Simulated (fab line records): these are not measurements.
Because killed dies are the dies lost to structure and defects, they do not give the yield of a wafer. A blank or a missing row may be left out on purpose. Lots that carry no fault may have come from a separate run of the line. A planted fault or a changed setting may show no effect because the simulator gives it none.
fab line records ; flow n5-finfet
record lots=4; wafers=12; last-day=19
route steps=1938 shown SD_EPI_N@275 SD_EPI_P@295 BEOL_M4@1111 PASSIVATION@1936
lots with no fault: from the same line, run without faults
start-h: hours from the record's opening day to when the first of the lot's shown wafers began ; wait-h: hours from the lot's prior step to this one ; " identical to the entry in the row above ; L1.1+2: several wafers, shown together as one row ; - no value, or no start was given ; * or withheld: withheld ; < > ~ a bound
route shown NAME@n: a module of which the file shows steps, and the number in the route of the first ; usual: mean/standard deviation taken from wafers without a fault ; same: alike in all rows ; chamber/n: place in a boat ; sites: each site's reading ; _std_site: standard deviation of those values ; _edge_site: inner sites' mean taken away from outer sites' mean ; radius-mm: how far each site lies from the wafer's centre ; mask NAME#n: copy n ; behind: the most recent tool/chamber to have shaped the wafer ; hold: why the lot was held/for how many hours/how that ended ; device: transistor that didn't switch, given as n, p or np ; end of line: the route-end tests of the same wafers ; for a step that has no rows: nothing shown but its recipe ; killed: count of dies lost to structure and defects at first sort (not the wafer's yield) ; map: a wafer's dies, marking killed ones x, the rest . and places with no die _
set.NAME: the setting as run; set.NAME@STEP: as run at that earlier step ; model.NAME: the simulator's own value behind a step, which no gauge read
lots seen at some steps along the route; tables by step, rows by wafer
services: when a tool's chamber went out of use (start-h, in hours from the record's first day, below 0 if earlier), for how many hours, and the reason
## steps
# step N5_SD_EPI_N_ETCH_35
# recipe chemistry=N2/H2; target=SOC; overetch-a=1080; mask-material=SiARC; temp-c=40; ion-energy-ev=100; source-w=3000; bias-w=133; pressure-mtorr=20; time-s=486; n2-flow-sccm=200; h2-flow-sccm=200
# step N5_SD_EPI_N_STRIP_36
# recipe chemistry=N2/H2; temp-c=40; n2-flow-sccm=200; h2-flow-sccm=200; rf-frequency-hz=6e+07
# step N5_SD_EPI_N_ETCHBACK_44
# recipe chemistry=CH3F/O2; mode=anisotropic-etchback; target=SiNx; target-depth-a=145; stop-on=SiO2; over-etch-frac=0.3; ion-energy-ev=120; pressure-mtorr=30; source-w=395; bias-w=73; Ar_flow_sccm=150; CH3F_flow_sccm=30; O2_flow_sccm=20
# step N5_SD_EPI_N_ETCH_45
# recipe chemistry=CH3F/O2; target=SiOCN; target-depth-a=60; mask-material=SOC; ion-energy-ev=60; bias-w=29; pressure-mtorr=15; source-w=410; Ar_flow_sccm=150; CH3F_flow_sccm=30; O2_flow_sccm=20
# step N5_SD_EPI_N_ETCH_16
# recipe chemistry=CHF3/O2; target=SiO2; target-depth-a=50; mask-material=SOC; pressure-mtorr=30; source-w=650; bias-w=170; Ar_flow_sccm=200; CHF3_flow_sccm=50; O2_flow_sccm=5; ion-energy-ev=200
# step N5_SD_EPI_N_STRIP_47
# recipe chemistry=CHF3/O2; resist=SiARC; rf-frequency-hz=6e+07
# step N5_SD_EPI_N_SD_RECESS_17
# recipe chemistry=HBr/Cl2/O2; target-depth-a=410; mask-material=SOC; time-s=23.7; bt-time-s=3; pressure-mtorr=10; icp-w=800; bias-w=112; HBr_flow_sccm=150; Cl2_flow_sccm=80; O2_flow_sccm=12
# step N5_SD_EPI_N_STRIP_38
# recipe chemistry=N2/H2; power-w=1000; temp-c=250; h2-frac=0.65; overash-fraction=0.3; pressure-mtorr=withheld; n2-flow-sccm=1750; h2-flow-sccm=3250
# step N5_SD_EPI_N_WET_ETCH_43
# recipe chemistry=dHF; dilution=withheld; time-s=14; target=SiO2; target-depth-a=15; temp-c=25
# step N5_SD_EPI_N_STRIP_18
# recipe chemistry=SPM; time-s=750; temp-c=130; h2so4-h2o2-vol-ratio=4
# step N5_SD_EPI_N_SRD_20
# recipe dry=ipa-marangoni; do-ppb=5; time-s=30; temp-c=23; rinse-liquid=diw
# step N5_SD_EPI_N_PRECLEAN_48
# recipe chemistry=NF3:NH3; afs-cycles=2; temp-c=30; time-s=20; sublimation-temp-c=180; sublimation-time-s=60; pressure-torr=3; rf-power-w=30
# step N5_SD_EPI_N_VAPOR_ETCH_50
# recipe chemistry=HCl; target=Si; temp-c=775; time-s=54; pressure-torr=20; mode=isotropic
# usual susceptor-temp-C=774.9/0.36; throttle-valve-pct=12.18/0.27
lot.wafer;tool;chamber;start-h;wait-h;susceptor-temp-C;throttle-valve-pct
L378.1;epi-rpcvd-03;0;95.13;0.3;763.2;12.63
L378.4;epi-rpcvd-03;0;95.13;0.3;763.7;12.78
L378.6;epi-rpcvd-03;0;95.13;0.3;763.6;12.41
L381.1;epi-rpcvd-03;0;106.56;0.3;763.4;12.55
L381.5;epi-rpcvd-03;0;106.56;0.3;763.3;12.61
L381.6;epi-rpcvd-03;0;106.56;0.3;763.2;12.33
L387.1;epi-rpcvd-04;0;139.30;0.4;775.1;12.01
L387.3;epi-rpcvd-04;0;139.30;0.4;774.8;12.09
L387.5;epi-rpcvd-04;0;139.30;0.4;775.6;12.09
L391.2;epi-rpcvd-03;0;163.15;0.3;775.1;12.46
L391.3;epi-rpcvd-03;0;163.15;0.3;775.0;12.69
L391.4;epi-rpcvd-03;0;163.15;0.3;774.6;12.51
# step N5_SD_EPI_N_EPI_21
# recipe material=Si:P; dopant=P; temp-c=680; pressure-torr=255; time-s=690
# step N5_SD_EPI_N_PRECLEAN_24
# recipe chemistry=O3/DIW; time-s=60; temp-c=22; o3-ppm=10
# step N5_SD_EPI_N_SRD_25
# recipe time-s=30; temp-c=23; rinse-liquid=diw; dry=ipa-marangoni
# step N5_SD_EPI_N_PRECLEAN_49
# recipe chemistry=NF3:NH3; afs-cycles=1; temp-c=30; time-s=20; sublimation-temp-c=180; sublimation-time-s=60; pressure-torr=3; rf-power-w=30
# step N5_SD_EPI_N_LINER_46
# recipe material=SiNx; target-thk-a=30; temp-c=400; ald-precursor-family=SiH2I2; ald-co-reactant=N2/H2-plasma; pressure-torr=2
# step N5_SD_EPI_P_COAT_34
# recipe resist=SOC; temp-c=250; time-s=60; spin-rpm=1500; resist-thk-nm=350
# step N5_SD_EPI_P_COAT_35
# recipe resist=SiARC; temp-c=220; time-s=60; spin-rpm=1500; resist-thk-nm=35
# step N5_SD_EPI_P_COAT_03
# recipe resist=CAR-ArF-block; spin-rpm=1500; resist-thk-nm=150
# step N5_SD_EPI_P_EBR_05
# recipe solvent=PGMEA; ebr-width-mm=1.5
# step N5_SD_EPI_P_SOFTBAKE_04
# recipe temp-c=110; time-s=60; resist=CAR-ArF-block
# step N5_SD_EPI_P_EXPOSE_06
# recipe mask-id=SD_P_BLK; na=1.35; source-shape=conventional; sigma-outer=0.8; polarization=unpolarized; target-cd-nm=240; dose-mj=39.5
# step N5_SD_EPI_P_PEB_07
# recipe peb-temp-c=110; peb-time-s=60; resist=CAR-ArF-block
# step N5_SD_EPI_P_DEVELOP_08
# recipe develop-time-s=30; developer=TMAH; resist=CAR-ArF-block; dev-temp-c=23; rinse-liquid=diw; dry=air-spin
# step N5_SD_EPI_P_DESCUM_14
# recipe chemistry=O2; time-s=7.9; source-power-w=50; bias-power-w=20; pressure-mtorr=20; rf-frequency-hz=2.712e+07; temp-c=40; resist=CAR-ArF-block; o2-flow-sccm=225
# step N5_SD_EPI_P_ETCH_36
# recipe chemistry=CF4; target=SiARC; target-depth-a=455; mask-material=CAR-ArF-block; time-s=75.8; ion-energy-ev=80; pressure-mtorr=40; source-w=545; bias-w=36; Ar_flow_sccm=100; cf4-flow-sccm=100; ends=cleared
# step N5_SD_EPI_P_ETCH_37
# recipe chemistry=N2/H2; target=SOC; overetch-a=1080; mask-material=SiARC; temp-c=40; ion-energy-ev=100; source-w=3000; bias-w=133; pressure-mtorr=20; time-s=486; n2-flow-sccm=200; h2-flow-sccm=200; ends=end-point
# step N5_SD_EPI_P_STRIP_38
# recipe chemistry=N2/H2; temp-c=40; n2-flow-sccm=200; h2-flow-sccm=200; rf-frequency-hz=6e+07
# step N5_SD_EPI_P_ETCHBACK_46
# recipe chemistry=CH3F/O2; mode=anisotropic-etchback; target=SiNx; target-depth-a=175; stop-on=SiO2; over-etch-frac=0.3; ion-energy-ev=120; pressure-mtorr=30; source-w=395; bias-w=73; Ar_flow_sccm=150; CH3F_flow_sccm=30; O2_flow_sccm=20
# step N5_SD_EPI_P_ETCH_47
# recipe chemistry=CH3F/O2; target=SiOCN; target-depth-a=250; mask-material=SOC; ion-energy-ev=60; bias-w=29; pressure-mtorr=30; source-w=410; Ar_flow_sccm=150; CH3F_flow_sccm=30; O2_flow_sccm=20
# step N5_SD_EPI_P_ETCH_16
# recipe chemistry=CHF3/O2; target=SiO2; target-depth-a=50; mask-material=SOC; pressure-mtorr=30; source-w=650; bias-w=170; Ar_flow_sccm=200; CHF3_flow_sccm=50; O2_flow_sccm=5; ion-energy-ev=200
# step N5_SD_EPI_P_STRIP_50
# recipe chemistry=CHF3/O2; resist=SiARC; rf-frequency-hz=6e+07
# step N5_SD_EPI_P_SD_RECESS_17
# recipe chemistry=HBr/Cl2/O2; target-depth-a=391; bt-time-s=3; pressure-mtorr=10; icp-w=800; bias-w=112; HBr_flow_sccm=150; Cl2_flow_sccm=80; O2_flow_sccm=12
# step N5_SD_EPI_P_WET_ETCH_45
# recipe chemistry=dHF; dilution=withheld; time-s=10.7; target=SiO2; target-depth-a=20; temp-c=25; dry=ipa-marangoni; rinse-time-s=30; rinse-temp-c=23
# step N5_SD_EPI_P_STRIP_40
# recipe chemistry=N2/H2; power-w=1000; temp-c=250; h2-frac=0.65; overash-fraction=0.3; pressure-mtorr=withheld; n2-flow-sccm=1750; h2-flow-sccm=3250
# step N5_BEOL_M4_RC_MEAS_101
# usual DIBL_N=37.1/2.6; DIBL_P=38/3; IOFF_N=0.18/0.052; IOFF_P=0.25/0.06; ION_N=678/15; ION_P=467/8.6; REXT_N=75.8/2; SS_N=71.7/0.73; SS_P=73.7/0.89; VT_N=249/4.3; VT_P=-248/3.8
lot.wafer;tool;chamber;start-h;wait-h;DIBL_N[mV/V];DIBL_P[mV/V];IOFF_N[nA/um];IOFF_P[nA/um];ION_N[uA/um];ION_P[uA/um];REXT_N[ohm.um];SS_N[mV/dec];SS_P[mV/dec];VT_N[mV];VT_P[mV]
L378.1;prober-01;0;265.52;0.0;34.4;38;0.12;0.26;653;476;84.0;71.1;73.7;256;-244
L378.4;prober-01;0;265.52;0.0;34.4;39;0.13;0.29;649;483;82.9;71.2;73.8;250;-241
L378.6;prober-01;0;265.52;0.0;34.2;39;0.13;0.29;664;486;84.1;70.6;73.8;253;-244
L381.1;prober-01;0;283.30;0.0;33.2;36;0.10;0.20;634;460;85.5;71.4;73.3;261;-252
L381.5;prober-01;0;283.30;0.0;39.6;45;0.21;0.39;664;470;85.1;72.9;75.6;248;-243
L381.6;prober-01;0;283.30;0.0;33.5;38;0.12;0.23;658;476;85.0;70.9;72.9;253;-250
L387.1;prober-01;0;317.15;0.0;35.4;36;0.13;0.21;662;464;76.4;71.3;73.9;255;-251
L387.3;prober-01;0;317.15;0.0;35.0;36;0.13;0.22;669;464;78.4;70.7;73.9;254;-249
L387.5;prober-01;0;317.15;0.0;36.1;38;0.15;0.25;682;473;78.4;71.1;74.1;250;-247
L391.2;prober-01;0;348.81;0.2;38.7;41;0.21;0.26;686;463;73.8;72.1;74.4;248;-248
L391.3;prober-01;0;348.81;0.2;38.3;40;0.20;0.23;684;463;73.6;71.8;74.2;245;-250
L391.4;prober-01;0;348.81;0.2;34.2;37;0.13;0.20;666;464;73.6;70.8;72.9;253;-252
# step N5_PASSIVATION_PROBE_49
# usual defect-limited-yield=91.4/1.4; killed_at_M0_to_M3=34/9.1; killed_at_M4_up=14/5.2; killed-at-contacts=12/6.4; killed-at-front-end=38/11; killed-at-other=3.7/2.8; killed-dies=102/17; killed-open=68/13; killed-short=32/7.8; sort_bin_4_leakage=0.05/0.3; sort_bin_5_function=5.1/1; sort_bin_6_memory=3.2/0.66; sort_bin_8_speed=0.1/0.92; sort-n-pass=1076/19; sort-yield-pct=91.2/1.6
# same gross-dies=1180; killed-at-back-side=0
lot.wafer;tool;chamber;start-h;wait-h;defect-limited-yield[%];killed_at_M0_to_M3;killed_at_M4_up;killed-at-contacts;killed-at-front-end;killed-at-other;killed-dies;killed-open;killed-short;sort_bin_4_leakage[%];sort_bin_5_function[%];sort_bin_6_memory[%];sort_bin_8_speed[%];sort-n-pass;sort-yield-pct[%]
L381.1;prober-02;-;394.22;0.0;90.5;29;28;7;47;1;112;58;54;0;6.0;3.0;2.1;1043;88.4
L381.5;prober-02;-;394.42;0.2;91.4;30;15;11;39;7;102;69;30;0.08;4.2;4.2;0;1077;91.3
# killed by level:class
L381.1 FIN_SAQP:geometric-particle:short=21 BEOL_M4:geometric-particle:open=12 FIN_SAQP:geometric-particle:open=6 DUMMY_GATE:geometric-particle:open=6 BEOL_M1:geometric-particle:open=6 BEOL_M0_SAQP:geometric-particle:short=5 MOL_CONTACT_COAG:geometric-particle:short=4 BEOL_M0_SAQP:geometric-particle:open=4
L381.5 MOL_CONTACT_COAG:geometric-particle:open=10 BEOL_M0_SAQP:geometric-particle:short=8 FIN_SAQP:geometric-particle:open=7 FIN_SAQP:geometric-particle:short=7 DUMMY_GATE:geometric-particle:open=7 BEOL_M2:geometric-particle:open=7 BEOL_M4:geometric-particle:open=7 BEOL_M0_SAQP:geometric-particle:open=6
## services
tool;chamber;start-h;hours;kind
epi-rpcvd-03;-;87.00;6.0;pm
## key
first-sign step=N5_SD_EPI_N_VAPOR_ETCH_50; reading=susceptor-temp-C; direction=down; sigmas=32; usual=*; struck=*
effect step=N5_BEOL_M4_RC_MEAS_101; reading=REXT_N; direction=up; sigmas=4.4; usual=75.8; struck=84.4
effect step=N5_BEOL_M4_RC_MEAS_101; reading=ION_N; direction=down; sigmas=1.6; usual=678; struck=654
met-at N5_SD_EPI_N_VAPOR_ETCH_50
struck-wafers L378.1,L378.4,L378.6,L381.1,L381.5,L381.6
fault kind=process-parameter-drift; tool=epi-rpcvd-03; chamber=-; onset-h=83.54; steps=N5_SD_EPI_N_VAPOR_ETCH_50; channel=temp-c; offset=*; shape=step; end-h=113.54; acts-in=*; stated=*
